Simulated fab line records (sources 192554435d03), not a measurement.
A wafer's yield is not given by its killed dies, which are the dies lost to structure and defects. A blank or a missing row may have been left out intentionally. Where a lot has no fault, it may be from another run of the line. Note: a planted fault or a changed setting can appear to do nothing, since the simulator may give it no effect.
Lot-split experiment    flow n5Finfet    7 lots, 21 wafers read, on a route of 1938 steps

THE SPLIT ITSELF
At N5_BEOL_M5_COAT_22 (resist thk 30 nm), the setting spinRpm was moved away from the recipe's 1500 rpm on 3 of the 21 wafers read, by -10.9% to +8.9%. For the rest of the wafers, this setting stayed at what the recipe calls for.

FROM THE SPLIT TO THE READING: what the file shows between them, 6 steps
- N5_BEOL_M5_EBR_24
- N5_BEOL_M5_SOFTBAKE_23: time 60 s
- N5_BEOL_M5_EXPOSE_25: exposes mask V4, defocus 10 nm
- N5_BEOL_M5_PEB_26: peb time 60 s
- N5_BEOL_M5_DEVELOP_27: develop time 30 s
- N5_BEOL_M5_DESCUM_33: chemistry O2, time 7 s

THE READING
CAR-EUV_of_BEOL_M5_COAT_22.thkNm (the simulator's own value, which no gauge read), in nm, at N5_BEOL_M5_ETCH_75 (etches underlayer in N2/H2, target depth 6.5 nm, time 5.2 s). The file does not state a usual value for it. Across the 18 wafers here that went through the recipe, the average is 20.3 nm and the standard deviation 0.16 nm.

wafer   tool, chamber at the split  spinRpm as run, rpm  against the recipe  CAR-EUV_of_BEOL_M5_COAT_22.thkNm, nm  against lot-mates on the recipe
L074.3  lithoTrack-03, 0            1500                 recipe              20.6                                  -
L074.4  lithoTrack-03, 0            1633                 +8.9%               19.2                                  -1.4
L074.6  lithoTrack-03, 0            1500                 recipe              20.6                                  -
L075.1  lithoTrack-05, 0            1500                 recipe              20.2                                  -
L075.3  lithoTrack-05, 0            1500                 recipe              20.2                                  -
L075.4  lithoTrack-05, 0            1500                 recipe              20.4                                  -
L079.1  lithoTrack-03, 0            1500                 recipe              20.2                                  -
L079.3  lithoTrack-03, 0            1500                 recipe              20.4                                  -
L079.6  lithoTrack-03, 0            1500                 recipe              20.4                                  -
L083.2  lithoTrack-03, 0            1500                 recipe              20.4                                  -
L083.4  lithoTrack-03, 0            1500                 recipe              20.2                                  -
L083.6  lithoTrack-03, 0            1500                 recipe              20.2                                  -
L087.1  lithoTrack-04, 0            1500                 recipe              20.4                                  -
L087.4  lithoTrack-04, 0            1500                 recipe              20.2                                  -
L087.6  lithoTrack-04, 0            1500                 recipe              20.4                                  -
L090.3  lithoTrack-04, 0            1500                 recipe              20.4                                  -
L090.4  lithoTrack-04, 0            1500                 recipe              20.4                                  -
L090.5  lithoTrack-04, 0            1336                 -10.9%              22.4                                  +2.0
L091.2  lithoTrack-05, 0            1500                 recipe              20.6                                  -
L091.5  lithoTrack-05, 0            1500                 recipe              20                                    -
L091.6  lithoTrack-05, 0            1446                 -3.6%               21                                    +0.7

FIT RESULTS
A straight line over all 21 wafers: CAR-EUV_of_BEOL_M5_COAT_22.thkNm changes by -0.165 nm for each +1% of spinRpm; r = -0.95; the points scatter about the line by 0.18 nm.
The same after taking each lot's own level away (the mean of its wafers on the recipe; 21 wafers): -0.174 nm for each +1%; r = -0.98; scatter 0.13 nm.
According to that fit, moving spinRpm by its largest amount changes the reading by 1.9 nm.
Across the lots, their own levels run from 20.27 to 20.60 nm, a range of 2.1 times the standard deviation given above.
So the lot-to-lot level changes the slope little: the two slopes agree.
Check: +1.8 nm against its lot-mates is what the line predicts for one of the wafers moved furthest among these (-10.9%) when that wafer is left out of the fit. Against them it came out at +2 nm.

THESE WAFERS: OTHER SPLITS
Note: prior to the reading, these wafers also went through further splits. Each is held against what the fit with the lots' levels taken away leaves over:
other split on the same wafers   wafers away from the commonest value  r with CAR-EUV_of_BEOL_M5_COAT_22.thkNm (lot level and that fit taken away)
N5_BEOL_M3_DESCUM_33 timeS       8                                     +0.13
N5_BEOL_M4_HM_DEP_02 targetThkA  5                                     -0.14
N5_BEOL_M4_EXPOSE_08 doseMj      9                                     -0.09
N5_BEOL_M4_DESCUM_33 timeS       4                                     -0.28
N5_BEOL_M4_ETCH_70 timeS         11                                    +0.06
N5_BEOL_M5_COAT_74 spinRpm       6                                     +0.58

THE WHOLE CHAIN: every reading that the file lists as answering this split, in the file's order
step                   what it does                                                 reading                                                                            change (the file's fit)                r (the file's)
N5_BEOL_M5_COAT_22     resist thk 30 nm                                             CAR-EUV_of_BEOL_M5_COAT_22.thkNm (the simulator's own value, which no gauge read)  -0.15 nm for each +1% of the setting   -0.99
N5_BEOL_M5_DEVELOP_27  develop time 30 s                                            CAR-EUV_of_BEOL_M5_COAT_22.thkNm (the simulator's own value, which no gauge read)  -0.156 nm for each +1% of the setting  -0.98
N5_BEOL_M5_DESCUM_33   chemistry O2, time 7 s                                       CAR-EUV_of_BEOL_M5_COAT_22.thkNm (the simulator's own value, which no gauge read)  -0.145 nm for each +1% of the setting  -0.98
N5_BEOL_M5_ETCH_75     etches underlayer in N2/H2, target depth 6.5 nm, time 5.2 s  CAR-EUV_of_BEOL_M5_COAT_22.thkNm (the simulator's own value, which no gauge read)  -0.174 nm for each +1% of the setting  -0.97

FILE'S OWN FIT
CAR-EUV_of_BEOL_M5_COAT_22.thkNm changes by -0.174 nm for each +1% of spinRpm, r = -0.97.
